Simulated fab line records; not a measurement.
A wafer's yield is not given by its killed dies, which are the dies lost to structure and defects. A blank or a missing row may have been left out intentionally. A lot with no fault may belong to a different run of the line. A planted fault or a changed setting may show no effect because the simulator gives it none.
Struck lot and sound lot, side by side -- flow nand-harc -- 15 steps out of a route of 1302
Sound: the wafers L430.1, L430.5, L430.6. Struck: wafer L426.4 (left out: L426.3, L426.6 of the same lot, which were not struck); the cause appears at the end.
Each step with rows lists, per side, the tool, then ch with its chambers, then its first start. Under that, the readings that differ: sound wafers -- struck wafers -- difference of the means -- sigmas: that difference in standard deviations of wafers without a fault.
alike: a reading whose means differ by less than 2 such deviations, as well as words and numbers matching on both sides. not compared: withheld readings; readings where some wafer has no value; bounds like >300 that might hide an equal value; numbers whose values overlap and for which the record gives no deviation.
Wherever a step has rows on one side only, a row that says differs or no value, or a row with sigmas, the two part there. Numbers that don't overlap but have no deviation are shown without sigmas and don't part them. Lack of a reading on every wafer of one side parts them only where that side has two or more wafers.

first, 6 steps without rows for these wafers: NHARC_A_CONTACT_COAT_36 (resist thk 90 nm); NHARC_A_CONTACT_SOFTBAKE_37 (time 55 s); NHARC_A_CONTACT_EBR_38; NHARC_A_CONTACT_EXPOSE_39 (exposes mask A CC 3); NHARC_A_CONTACT_PEB_40 (peb time 65 s); NHARC_A_CONTACT_DEVELOP_41 (develop time 35 s).
NHARC_A_CONTACT_CD_MEAS_42: the cd target is 300 nm.
  sound on cd-sem-01 ch 0, day 27 22:08; struck on cd-sem-02 ch 0, day 26 07:09
reading,sound,struck,difference,sigmas
cd-nm (nm),299.5 299.7 299.4,300.6,+1.1,+2
NHARC_A_CONTACT_OVL_MEAS_43:
  struck on overlay-02, day 26 07:14; sound on overlay-01, day 27 22:14
  alike: overlay-x-nm, overlay-y-nm
NHARC_A_CONTACT_INSPECT_44:
  struck on defect-inspect-02, day 26 07:16; sound on defect-inspect-01, day 27 22:16
  alike: raw-defect-count
NHARC_A_CONTACT_DESCUM_47: chemistry O2, time 3 s.
  sound on rie-diel-11 ch 1,3, day 27 22:21; struck on rie-diel-03 ch 0, day 26 07:20
  alike: drypump-motor-current-A, oes-product-au, rf-vpp-V, showerhead-plenum-p-Torr, throttle-valve-pct
  not compared: rf-hours-counter-h
NHARC_A_CONTACT_ETCH_48: etches the open film in CF4, target depth 39 nm, time 65 s.
  sound on rie-diel-11 ch 1,2, day 27 22:27; struck on rie-diel-03 ch 1, day 26 07:26
reading,sound,struck,difference,sigmas
run-length-s (s),87.1 86.4 87.2,85.8,-1.1,-2
  alike: cf4-flow-sccm, drypump-motor-current-A, oes-product-au, rf-vpp-V, showerhead-plenum-p-Torr, throttle-valve-pct
  not compared: rf-hours-counter-h
NHARC_A_CONTACT_ETCH_49: etches the open film in N2/H2, target depth 260 nm, time 475.3 s.
  sound on rie-diel-11 ch 1,2,3; struck on rie-diel-03 ch 2
  alike: drypump-motor-current-A, oes-product-au, rf-vpp-V, run-length-s, showerhead-plenum-p-Torr, throttle-valve-pct
  not compared: rf-hours-counter-h
NHARC_A_CONTACT_ETCH_50: etches the open film in CF4/CHF3, target depth 121 nm, time 60.5 s.
  sound on rie-diel-11 ch 1,2,3, day 27 22:58; struck on rie-diel-03 ch 0, day 26 07:51
reading,sound,struck,difference,sigmas
run-length-s (s),81.9 83.0 82.1,67.9,-14.4,-29
  alike: cf4-flow-sccm, drypump-motor-current-A, oes-product-au, rf-vpp-V, showerhead-plenum-p-Torr, throttle-valve-pct
  not compared: rf-hours-counter-h
NHARC_A_CONTACT_ETCH_51: etches the open film in O2/COS, target depth 7000 nm, time 1820 s.
  sound on rie-diel-11 ch 2,3; struck on rie-diel-03 ch 2
reading,sound,struck,difference,sigmas
showerhead-plenum-p-Torr (Torr),3.34 3.20 3.34,3.04,-0.25,-2
  alike: drypump-motor-current-A, oes-product-au, rf-vpp-V, run-length-s, throttle-valve-pct
  not compared: rf-hours-counter-h
-- break in the record here, with 3 days between the starts of the struck wafers on either side (left off in module A_CONTACT, picked up again in module END, where the first step shown is number 1302 on the route) --
NHARC_END_SORT_01:
  the record has rows for the struck wafers here (prober-02 ch 0, day 29 12:46) and none for the sound ones

WHERE THEY PART
At NHARC_A_CONTACT_CD_MEAS_42 first; at NHARC_END_SORT_01 last (within this record only).

WHY: the cause the simulator had injected
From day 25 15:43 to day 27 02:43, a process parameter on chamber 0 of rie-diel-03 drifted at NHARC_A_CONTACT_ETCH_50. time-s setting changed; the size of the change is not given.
